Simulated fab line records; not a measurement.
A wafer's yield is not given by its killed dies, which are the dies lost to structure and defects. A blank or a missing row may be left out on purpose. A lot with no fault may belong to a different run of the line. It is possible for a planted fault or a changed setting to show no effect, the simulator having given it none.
Lot-split experiment    flow n5Finfet    39 wafers read from 7 lots, route of 1938 steps

## SPLIT DETAILS
At N5_DUMMY_GATE_ETCH_37 (etches SOC in N2/H2, target depth 60 nm, overetch 30 nm), the setting sourceW was moved away from the recipe's 840 W on 18 of the 39 wafers read, by -17.2% to +18.0%. All remaining wafers had this setting at the recipe value.

The reading is taken at the split's own step.

## THE READING
rfVppV, in V, at N5_DUMMY_GATE_ETCH_37 (etches SOC in N2/H2, target depth 60 nm, overetch 30 nm). On this fab line, fault-free wafers typically give 525 V with a standard deviation of 3.2 V.

wafer   tool, chamber at the split  sourceW as run, W  against the recipe  rfVppV, V  against lot-mates on the recipe
L075.1  rieDiel-06, 2               906.9              +8.0%               509        -15
L075.2  rieDiel-06, 0               906.9              +8.0%               508        -16
L075.3  rieDiel-06, 3               840                recipe              527        -
L075.4  rieDiel-06, 0               840                recipe              522        -
L075.5  rieDiel-06, 3               906.9              +8.0%               514        -10
L075.6  rieDiel-06, 2               840                recipe              522        -
L077.1  rieDiel-02, 3               840                recipe              528        -
L077.2  rieDiel-02, 0               990.9              +18.0%              498        -25
L077.3  rieDiel-02, 2               840                recipe              519        -
L077.4  rieDiel-02, 1               840                recipe              522        -
L077.5  rieDiel-02, 3               990.9              +18.0%              498        -25
L077.6  rieDiel-02, 0               990.9              +18.0%              500        -23
L079.1  rieDiel-02, 0               881.5              +4.9%               520        -5
L079.2  rieDiel-02, 2               881.5              +4.9%               511        -14
L079.3  rieDiel-02, 1               881.5              +4.9%               513        -12
L079.4  rieDiel-02, 3               840                recipe              527        -
L079.5  rieDiel-02, 2               840                recipe              520        -
L079.6  rieDiel-02, 3               840                recipe              528        -
L088.1  rieDiel-02, 3               705.8              -16.0%              559        +37
L088.2  rieDiel-02, 2               840                recipe              520        -
L088.3  rieDiel-02, 0               705.8              -16.0%              557        +35
L088.4  rieDiel-02, 0               705.8              -16.0%              557        +35
L088.5  rieDiel-02, 2               840                recipe              518        -
L088.6  rieDiel-02, 3               840                recipe              528        -
L091.1  rieDiel-05, 1               840                recipe              525        -
L091.2  rieDiel-05, 2               840                recipe              526        -
L091.3  rieDiel-05, 3               840                recipe              527        -
L091.4  rieDiel-05, 3               695.1              -17.2%              562        +36
L091.5  rieDiel-05, 1               695.1              -17.2%              559        +33
L091.6  rieDiel-05, 2               695.1              -17.2%              561        +35
L092.1  rieDiel-06, 1               840                recipe              528        -
L092.2  rieDiel-06, 2               840                recipe              522        -
L092.3  rieDiel-06, 3               982                +16.9%              500        -24
L092.4  rieDiel-06, 0               982                +16.9%              496        -28
L092.5  rieDiel-06, 0               840                recipe              521        -
L092.6  rieDiel-06, 1               982                +16.9%              502        -22
L094.2  rieDiel-02, 3               840                recipe              526        -
L094.3  rieDiel-02, 2               840                recipe              528        -
L094.6  rieDiel-02, 1               840                recipe              519        -

THE FIT
A straight line over all 39 wafers: rfVppV changes by -1.78 V for each +1% of sourceW; r = -0.97; the points scatter about the line by 4.2 V.
The same after taking each lot's own level away (the mean of its wafers on the recipe; 39 wafers): -1.76 V for each +1%; r = -0.97; scatter 4.3 V.
On that fit, the largest move of sourceW shifts the reading by 32 V.
The span of the lots' own levels, 522.0 to 526.0 V, comes to 1.2 times the standard deviation stated above.
Consequently the slope shifts little with the lot-to-lot level, the two slopes agreeing.
Check: -30.4 V against its lot-mates is what the line predicts for one of the wafers moved furthest among these (+18.0%) when that wafer is left out of the fit. Against them it came out at -25 V.
Tool readings at the split's step, against how far the setting was moved: rfVppV r = -0.97.

## THESE WAFERS: OTHER SPLITS
Other splits were also applied to these wafers ahead of the reading. Each is held against what the fit with the lots' levels taken away leaves over:
other split on the same wafers  wafers away from the commonest value  r with rfVppV (lot level and that fit taken away)
N5_WELL_APT_EXPOSE_22 doseMj    9                                     -0.01

## THE WHOLE CHAIN: every reading that the file lists as answering this split, in the file's order
step                   what it does                                             reading                                                                             change (the file's fit)                 r (the file's)
N5_DUMMY_GATE_ETCH_37  etches SOC in N2/H2, target depth 60 nm, overetch 30 nm  rfVppV                                                                              -1.73 V for each +1% of the setting     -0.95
N5_DUMMY_GATE_ETCH_37  etches SOC in N2/H2, target depth 60 nm, overetch 30 nm  SiARC_of_DUMMY_GATE_COAT_35.thkNm (the simulator's own value, which no gauge read)  -0.0257 nm for each +1% of the setting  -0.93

## FILE'S OWN FIT
rfVppV changes by -1.73 V for each +1% of sourceW, r = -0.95.
